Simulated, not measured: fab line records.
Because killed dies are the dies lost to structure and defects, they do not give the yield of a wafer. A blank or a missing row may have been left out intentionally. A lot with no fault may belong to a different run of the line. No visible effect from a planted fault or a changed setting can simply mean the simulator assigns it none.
Chamber matching :: flow nandHarc :: NHARC_A_STAIRCASE_ETCH_313 on rieDiel-02: 4 sister chambers
The step etches the open film in CF4/CHF3. 16 wafers are shown with their chamber, then 8 later ones without.

WAFERS PAIRED WITH THEIR CHAMBERS
wafer: L078.1
chamber: 0
drypumpMotorCurrentA (A): 6.7
showerheadPlenumPTorr (Torr): 1.68
rfVppV (V): 374.1

wafer: L078.3
chamber: 1
drypumpMotorCurrentA (A): 6.6
showerheadPlenumPTorr (Torr): 1.48
rfVppV (V): 368.1

wafer: L078.5
chamber: 3
drypumpMotorCurrentA (A): 6.7
showerheadPlenumPTorr (Torr): 1.57
rfVppV (V): 370.2

wafer: L082.1
chamber: 1
drypumpMotorCurrentA (A): 6.6
showerheadPlenumPTorr (Torr): 1.48
rfVppV (V): 368.2

wafer: L082.4
chamber: 3
drypumpMotorCurrentA (A): 6.7
showerheadPlenumPTorr (Torr): 1.56
rfVppV (V): 371.3

wafer: L082.5
chamber: 2
drypumpMotorCurrentA (A): 6.0
showerheadPlenumPTorr (Torr): 1.66
rfVppV (V): 373.1

wafer: L086.1
chamber: 1
drypumpMotorCurrentA (A): 6.6
showerheadPlenumPTorr (Torr): 1.48
rfVppV (V): 366.2

wafer: L086.3
chamber: 2
drypumpMotorCurrentA (A): 6.0
showerheadPlenumPTorr (Torr): 1.65
rfVppV (V): 373.6

wafer: L086.5
chamber: 1
drypumpMotorCurrentA (A): 6.6
showerheadPlenumPTorr (Torr): 1.48
rfVppV (V): 367.5

wafer: L087.1
chamber: 0
drypumpMotorCurrentA (A): 6.6
showerheadPlenumPTorr (Torr): 1.68
rfVppV (V): 373.8

wafer: L087.5
chamber: 2
drypumpMotorCurrentA (A): 6.0
showerheadPlenumPTorr (Torr): 1.65
rfVppV (V): 373.8

wafer: L087.6
chamber: 3
drypumpMotorCurrentA (A): 6.7
showerheadPlenumPTorr (Torr): 1.56
rfVppV (V): 370.1

wafer: L088.1
chamber: 3
drypumpMotorCurrentA (A): 6.7
showerheadPlenumPTorr (Torr): 1.56
rfVppV (V): 369.4

wafer: L088.3
chamber: 0
drypumpMotorCurrentA (A): 6.6
showerheadPlenumPTorr (Torr): 1.67
rfVppV (V): 372.9

wafer: L088.4
chamber: 1
drypumpMotorCurrentA (A): 6.6
showerheadPlenumPTorr (Torr): 1.47
rfVppV (V): 367.9

wafer: L091.1
chamber: 2
drypumpMotorCurrentA (A): 6.0
showerheadPlenumPTorr (Torr): 1.65
rfVppV (V): 374.2

SIGNATURES (averages over the wafers above)
reading: drypumpMotorCurrentA
chamber 0: 6.633
chamber 1: 6.600
chamber 2: 6.000
chamber 3: 6.700
scatter within a chamber: 0.0236

reading: showerheadPlenumPTorr
chamber 0: 1.6767
chamber 1: 1.4780
chamber 2: 1.6525
chamber 3: 1.5625
scatter within a chamber: 0.00497

reading: rfVppV
chamber 0: 373.600
chamber 1: 367.580
chamber 2: 373.675
chamber 3: 370.250
scatter within a chamber: 0.703
Rule: distance of a wafer from a chamber = root of the sum over the readings of ((wafer's reading minus chamber's mean) / reading's scatter) squared. The wafer belongs to the nearest chamber; if the next one is less than 2 further off, it can't be placed. The scatter is the square root of a quotient: the sum, over the shown wafers, of each reading's squared deviation from its chamber's mean, divided by wafers minus chambers.

WAFERS WHOSE CHAMBER IS MISSING
wafer: L091.4
drypumpMotorCurrentA (A): 6.7
showerheadPlenumPTorr (Torr): 1.67
rfVppV (V): 374.5

wafer: L091.5
drypumpMotorCurrentA (A): 6.7
showerheadPlenumPTorr (Torr): 1.67
rfVppV (V): 372.8

wafer: L094.2
drypumpMotorCurrentA (A): 6.7
showerheadPlenumPTorr (Torr): 1.67
rfVppV (V): 374.9

wafer: L094.3
drypumpMotorCurrentA (A): 6.6
showerheadPlenumPTorr (Torr): 1.47
rfVppV (V): 367.4

wafer: L094.5
drypumpMotorCurrentA (A): 6.7
showerheadPlenumPTorr (Torr): 1.55
rfVppV (V): 369.3

wafer: L096.2
drypumpMotorCurrentA (A): 6.6
showerheadPlenumPTorr (Torr): 1.67
rfVppV (V): 375.2

wafer: L096.3
drypumpMotorCurrentA (A): 6.6
showerheadPlenumPTorr (Torr): 1.47
rfVppV (V): 365.8

wafer: L096.5
drypumpMotorCurrentA (A): 6.0
showerheadPlenumPTorr (Torr): 1.65
rfVppV (V): 372.8

EACH ONE'S CHAMBER
wafer: L091.4
from the rows above: 0
in truth: 0

wafer: L091.5
from the rows above: 0
in truth: 0

wafer: L094.2
from the rows above: 0
in truth: 0

wafer: L094.3
from the rows above: 1
in truth: 1

wafer: L094.5
from the rows above: 3
in truth: 3

wafer: L096.2
from the rows above: 0
in truth: 0

wafer: L096.3
from the rows above: 1
in truth: 1

wafer: L096.5
from the rows above: 2
in truth: 2
Correctly placed: 8 of 8. Not placeable from these rows: 0. Placed wrongly: 0.
